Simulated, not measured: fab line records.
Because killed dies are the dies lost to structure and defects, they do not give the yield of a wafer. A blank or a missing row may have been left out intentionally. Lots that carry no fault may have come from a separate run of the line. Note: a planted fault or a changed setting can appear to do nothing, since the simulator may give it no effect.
Which tool is to blame? ; flow n5Finfet ; Sampling: 10 lots, 26 wafers, 2 of 1938 route steps

## WHAT EACH GAUGE READ, for each wafer
N5_BEOL_M15_INSPECT_30: inspects for defects (macro).
lot;measured;on;rawDefectCount
L678;day 11 09:05;defectInspect-01;1 5 3
L680;day 11 23:49;defectInspect-02;1 2
L681;day 12 10:50;defectInspect-02;0 3 1
L684;day 13 11:06;defectInspect-01;3 4
L692;day 15 03:31;defectInspect-01;>300 >300 >300
L693;day 15 19:56;defectInspect-01;>300 >300 >300
L697;day 16 15:23;defectInspect-01;2 2
L695;day 17 08:16;defectInspect-02;5 2
L696;day 17 12:28;defectInspect-02;1 1 1
L700;day 18 09:32;defectInspect-01;4 3 0

## EACH LOT AND THE TOOL THAT RAN IT (in order: tool; ch and the chambers of the sampled wafers; start)
lot;N5_BEOL_M15_STRIP_63
L678;rieDiel-06 ch 1,3, day 11 07:00
L680;rieDiel-04 ch 2,3, day 11 22:00
L681;rieDiel-06 ch 0,1,2, day 12 09:00
L684;rieDiel-04 ch 0,1, day 13 09:00
L692;rieDiel-03 ch 0,1, day 15 02:00
L693;rieDiel-03 ch 0,1,2, day 15 18:00
L697;rieDiel-04 ch 1,3, day 16 14:00
L695;rieDiel-06 ch 1,3, day 17 07:00
L696;rieDiel-06 ch 1,2, day 17 11:00
L700;rieDiel-04 ch 0,3, day 18 08:00
- N5_BEOL_M15_STRIP_63: strips in O2.

## THE ANSWER, worked out from the rows above alone
Rule: the lots themselves supply what counts as usual. The widest of any qualifying gaps counts: lots, ordered by their means at a reading, are off when they make up no more than a third of the lots, leave a main group of 4 or more, and stand apart from it by 3 or more times the standard deviation of that group's means. A main group whose means are all the same, to the digits that the tables above print for the reading, isn't used. A lot without any number at a reading at which 4 lots or more have one is off too. The other lots that the step has rows for count as sound.
Off: L692, L693, at N5_BEOL_M15_INSPECT_30 (rawDefectCount). Without a number there: L692, L693. For the main group the mean is 2.3 and the standard deviation 0.92.
If a tool, at a process step before that reading, ran all the lots that are off and no sound lot after the first of them, it fits. Gauges at N5_BEOL_M15_INSPECT_30: tried the same way as those tools. One fits: rieDiel-03 at N5_BEOL_M15_STRIP_63. It ran no sound lot before its first lot that is off in this sample, so the start can't be narrowed down.

## WHAT THE SIMULATOR HAD PUT IN
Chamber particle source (rieDiel-03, N5_BEOL_M15_STRIP_63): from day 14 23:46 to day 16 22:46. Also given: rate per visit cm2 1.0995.
Struck lots among those shown: L692, L693. The rule above reached the same finding.
